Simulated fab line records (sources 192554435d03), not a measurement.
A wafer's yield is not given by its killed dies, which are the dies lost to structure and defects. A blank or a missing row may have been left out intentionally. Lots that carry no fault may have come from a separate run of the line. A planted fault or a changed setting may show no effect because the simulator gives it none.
Matching of chambers / flow n5-finfet / rie-diel-02 running N5_MOL_CONTACT_COAG_ETCH_47: 4 sister chambers
The step etches SiNx in CH3F/O2, stops on W, target depth 27 nm. 8 wafers are shown with their chamber, then 9 later ones without.

== WAFERS PAIRED WITH THEIR CHAMBERS ==
wafer=L075.4; chamber=2; drypump-motor-current-A (A)=5.8; showerhead-plenum-p-Torr (Torr)=2.13
wafer=L078.4; chamber=2; drypump-motor-current-A (A)=5.8; showerhead-plenum-p-Torr (Torr)=2.13
wafer=L080.2; chamber=3; drypump-motor-current-A (A)=4.9; showerhead-plenum-p-Torr (Torr)=2.03
wafer=L082.2; chamber=0; drypump-motor-current-A (A)=6.2; showerhead-plenum-p-Torr (Torr)=1.92
wafer=L082.4; chamber=3; drypump-motor-current-A (A)=4.9; showerhead-plenum-p-Torr (Torr)=2.03
wafer=L084.4; chamber=1; drypump-motor-current-A (A)=5.2; showerhead-plenum-p-Torr (Torr)=2.02
wafer=L084.5; chamber=1; drypump-motor-current-A (A)=5.2; showerhead-plenum-p-Torr (Torr)=2.02
wafer=L084.6; chamber=0; drypump-motor-current-A (A)=6.1; showerhead-plenum-p-Torr (Torr)=1.91

== WAFERS WITH NO CHAMBER GIVEN ==
wafer=L086.1; drypump-motor-current-A (A)=6.1; showerhead-plenum-p-Torr (Torr)=1.91
wafer=L086.3; drypump-motor-current-A (A)=4.9; showerhead-plenum-p-Torr (Torr)=2.03
wafer=L086.5; drypump-motor-current-A (A)=5.2; showerhead-plenum-p-Torr (Torr)=2.02
wafer=L087.3; drypump-motor-current-A (A)=5.2; showerhead-plenum-p-Torr (Torr)=2.02
wafer=L087.4; drypump-motor-current-A (A)=5.8; showerhead-plenum-p-Torr (Torr)=2.12
wafer=L087.6; drypump-motor-current-A (A)=5.8; showerhead-plenum-p-Torr (Torr)=2.12
wafer=L088.1; drypump-motor-current-A (A)=5.2; showerhead-plenum-p-Torr (Torr)=2.02
wafer=L088.3; drypump-motor-current-A (A)=5.8; showerhead-plenum-p-Torr (Torr)=2.12
wafer=L088.4; drypump-motor-current-A (A)=5.2; showerhead-plenum-p-Torr (Torr)=2.02

== CHAMBER TAKEN BY EACH ==
wafer=L086.1; from the rows above=0; in truth=0
wafer=L086.3; from the rows above=3; in truth=3
wafer=L086.5; from the rows above=1; in truth=1
wafer=L087.3; from the rows above=1; in truth=1
wafer=L087.4; from the rows above=2; in truth=2
wafer=L087.6; from the rows above=2; in truth=2
wafer=L088.1; from the rows above=1; in truth=1
wafer=L088.3; from the rows above=2; in truth=2
wafer=L088.4; from the rows above=1; in truth=1
9 of 9 placed correctly. Number that these rows cannot place: 0. 0 placed wrongly.
How it was worked out, from the rows above alone: a wafer's distance from a chamber is the root of the sum, over the readings, of the square of ((its reading less the chamber's mean) divided by the reading's scatter). The wafer belongs to the nearest chamber; if the next one is less than 2 further off, it can't be placed. Each chamber's mean is taken over the wafers shown for it. How the scatter is found: for the shown wafers, subtract from each reading the mean of its chamber, square and add these, divide the total by (wafers less chambers), then take the root.
